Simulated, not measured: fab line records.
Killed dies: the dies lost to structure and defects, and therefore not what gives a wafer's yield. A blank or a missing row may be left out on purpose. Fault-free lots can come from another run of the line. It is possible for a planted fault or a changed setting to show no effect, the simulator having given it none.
Matching of chambers + flow nandHarc + NHARC_P_GATE_DEP_103 on pecvd-04: 3 sister chambers
The step deposits SiON, target thk 30 nm. 30 wafers are shown with their chamber, then 12 later ones without.

## WAFERS, EACH WITH ITS CHAMBER
| wafer  | chamber | heaterPowerW (W) | heaterPowerOuterW (W) |
|--------|---------|------------------|-----------------------|
| L076.3 | 2       | 1046             | 594                   |
| L076.5 | 1       | 825              | 470                   |
| L076.6 | 2       | 1057             | 608                   |
| L077.2 | 2       | 1039             | 575                   |
| L077.4 | 0       | 805              | 494                   |
| L077.6 | 1       | 838              | 479                   |
| L078.3 | 1       | 730              | 395                   |
| L078.4 | 1       | 737              | 395                   |
| L078.5 | 2       | 1063             | 570                   |
| L079.2 | 2       | 1023             | 586                   |
| L079.5 | 1       | 760              | 411                   |
| L079.6 | 0       | 784              | 481                   |
| L080.3 | 2       | 894              | 492                   |
| L080.4 | 0       | 745              | 500                   |
| L080.6 | 1       | 849              | 488                   |
| L081.2 | 1       | 790              | 442                   |
| L081.4 | 2       | 921              | 513                   |
| L081.6 | 1       | 783              | 440                   |
| L084.3 | 0       | 796              | 509                   |
| L084.4 | 2       | 984              | 555                   |
| L084.6 | 1       | 889              | 501                   |
| L083.2 | 0       | 766              | 492                   |
| L083.3 | 1       | 867              | 509                   |
| L083.4 | 0       | 735              | 475                   |
| L086.4 | 2       | 960              | 518                   |
| L086.5 | 1       | 795              | 456                   |
| L086.6 | 0       | 685              | 437                   |
| L089.2 | 2       | 1025             | 541                   |
| L089.3 | 0       | 752              | 495                   |
| L089.4 | 0       | 768              | 482                   |

SIGNATURES (means of the wafers above)
| reading           | chamber 0 | chamber 1 | chamber 2 | scatter within a chamber |
|-------------------|-----------|-----------|-----------|--------------------------|
| heaterPowerW      | 759.56    | 805.73    | 1001.20   | 50.6                     |
| heaterPowerOuterW | 485.00    | 453.27    | 555.20    | 35                       |
Rule: a wafer lies at a distance from a chamber equal to the root of the sum of squares, over the readings, of (its reading less the chamber's mean, divided by the reading's scatter). If the next closest chamber is less than 2 further off than the closest, the wafer can't be placed; otherwise it belongs to the closest. How the scatter is found: for the shown wafers, subtract from each reading the mean of its chamber, square and add these, divide the total by (wafers less chambers), then take the root.

## WAFERS WITHOUT THEIR CHAMBER
| wafer  | heaterPowerW (W) | heaterPowerOuterW (W) |
|--------|------------------|-----------------------|
| L090.4 | 694              | 438                   |
| L090.5 | 1026             | 583                   |
| L090.6 | 888              | 499                   |
| L093.1 | 1060             | 593                   |
| L093.5 | 1080             | 585                   |
| L093.6 | 824              | 477                   |
| L094.1 | 797              | 505                   |
| L094.3 | 907              | 466                   |
| L094.6 | 783              | 505                   |
| L096.2 | 946              | 499                   |
| L096.4 | 692              | 442                   |
| L096.5 | 959              | 510                   |

## CHAMBER TAKEN BY EACH
| wafer  | from the rows above          | in truth |
|--------|------------------------------|----------|
| L090.4 | can't be placed: 0 or 1      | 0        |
| L090.5 | 2                            | 2        |
| L090.6 | can't be placed: 1 or 0 or 2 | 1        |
| L093.1 | 2                            | 2        |
| L093.5 | 2                            | 2        |
| L093.6 | can't be placed: 1 or 0      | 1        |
| L094.1 | can't be placed: 0 or 1      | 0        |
| L094.3 | can't be placed: 1 or 0 or 2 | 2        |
| L094.6 | can't be placed: 0 or 1      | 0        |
| L096.2 | can't be placed: 2 or 1 or 0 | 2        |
| L096.4 | can't be placed: 0 or 1      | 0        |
| L096.5 | can't be placed: 2 or 1      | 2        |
3 of 12 placed correctly. Can't be placed from these rows: 9 (the true chamber is among the candidates in 9). Number placed wrongly: 0.
